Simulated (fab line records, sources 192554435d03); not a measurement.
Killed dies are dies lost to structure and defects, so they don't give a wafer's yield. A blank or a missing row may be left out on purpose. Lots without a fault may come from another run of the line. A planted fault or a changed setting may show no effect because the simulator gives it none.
One fault seen from 2 desks | flow n5_finfet | each desk has only its own numbers; what lay behind them comes last

THE METROLOGY DESK
What the gauges read, lot by lot, whatever tool the lot ran on: means of the sampled wafers that have a number. A lot is out of limits, marked OUT, if its mean lies more than 4 standard deviations from the usual mean; the brackets give that distance. Of its 11 readings 7 are shown: those that lie furthest out on some lot.
Columns: A = CA_OVL at N5_MOL_CONTACT_COAG_OVL_MEAS_09, usual -0.1 nm; B = DIBL_P at N5_BEOL_M4_RC_MEAS_101, usual 37.4 mV/V; C = IOFF_N at N5_BEOL_M4_RC_MEAS_101, usual 0.18 nA/um; D = IOFF_P at N5_BEOL_M4_RC_MEAS_101, usual 0.25 nA/um; E = SS_N at N5_BEOL_M4_RC_MEAS_101, usual 71.8 mV/dec; F = SS_P at N5_BEOL_M4_RC_MEAS_101, usual 73.6 mV/dec; G = VT_N at N5_BEOL_M4_RC_MEAS_101, usual 248 mV
lot  | first seen here | A    | B    | C    | D    | E    | F    | G
L384 | day 5 10:10     | 0.2  | 35.4 | 0.13 | 0.19 | 71.5 | 72.1 | 253
L386 | day 5 23:32     | 0.3  | 40.3 | 0.21 | 0.26 | 72.1 | 74.0 | 246
L390 | day 7 04:24     | 0.2  | 40.5 | 0.22 | 0.29 | 72.1 | 74.2 | 246
L391 | day 7 10:10     | 0.1  | 36.7 | 0.16 | 0.22 | 71.9 | 72.9 | 250
L392 | day 7 12:37     | 0.1  | 39.2 | 0.21 | 0.24 | 72.1 | 73.8 | 245
L395 | day 8 03:39     | -0.1 | 37.8 | 0.16 | 0.24 | 72.2 | 73.9 | 250
L396 | day 8 10:35     | -0.6 | 36.6 | 0.20 | 0.25 | 71.4 | 73.7 | 245
L400 | day 9 12:19     | 0.7  | 37.6 | 0.19 | 0.25 | 72.3 | 73.7 | 250
L401 | day 9 16:29     | 0.4  | 38.2 | 0.18 | 0.26 | 71.8 | 73.3 | 249
L402 | day 9 21:08     | 0.9  | 39.5 | 0.20 | 0.26 | 72.6 | 73.9 | 247
This desk's finding: nothing out of limits on any of the 10 lots.

THE TOOL OWNER'S DESK: ald_metal-04
The tool's own readings at N5_MOL_CONTACT_COAG_ALD_20 (deposits TiN, target thk 1.5 nm, pulse time 1 s, purge time 3 s): means of the sampled wafers that have a number, for each lot that ran on this tool. A lot is out of limits, marked OUT, if its mean lies more than 4 standard deviations from the usual mean; the brackets give that distance.
Columns: A = heater_power_w at N5_MOL_CONTACT_COAG_ALD_20, usual 931 W; B = precursor_pulse_height_rel at N5_MOL_CONTACT_COAG_ALD_20, usual 1.000
lot  | first seen here | A   | B
L384 | day 5 11:32     | 905 | 1.018
L386 | day 6 02:08     | 867 | 0.983
L390 | day 7 05:58     | 809 | 1.018
L391 | day 7 11:40     | 903 | 0.984
L392 | day 7 15:31     | 951 | 1.015
L395 | day 8 05:26     | 951 | 0.999
L396 | day 8 11:41     | 859 | 1.016
This desk's finding: nothing out of limits on any of the 7 lots.

PUT TOGETHER
The metrology desk saw nothing out of limits.
The tool owner's desk saw nothing out of limits.

WHAT THE SIMULATOR HAD PUT IN
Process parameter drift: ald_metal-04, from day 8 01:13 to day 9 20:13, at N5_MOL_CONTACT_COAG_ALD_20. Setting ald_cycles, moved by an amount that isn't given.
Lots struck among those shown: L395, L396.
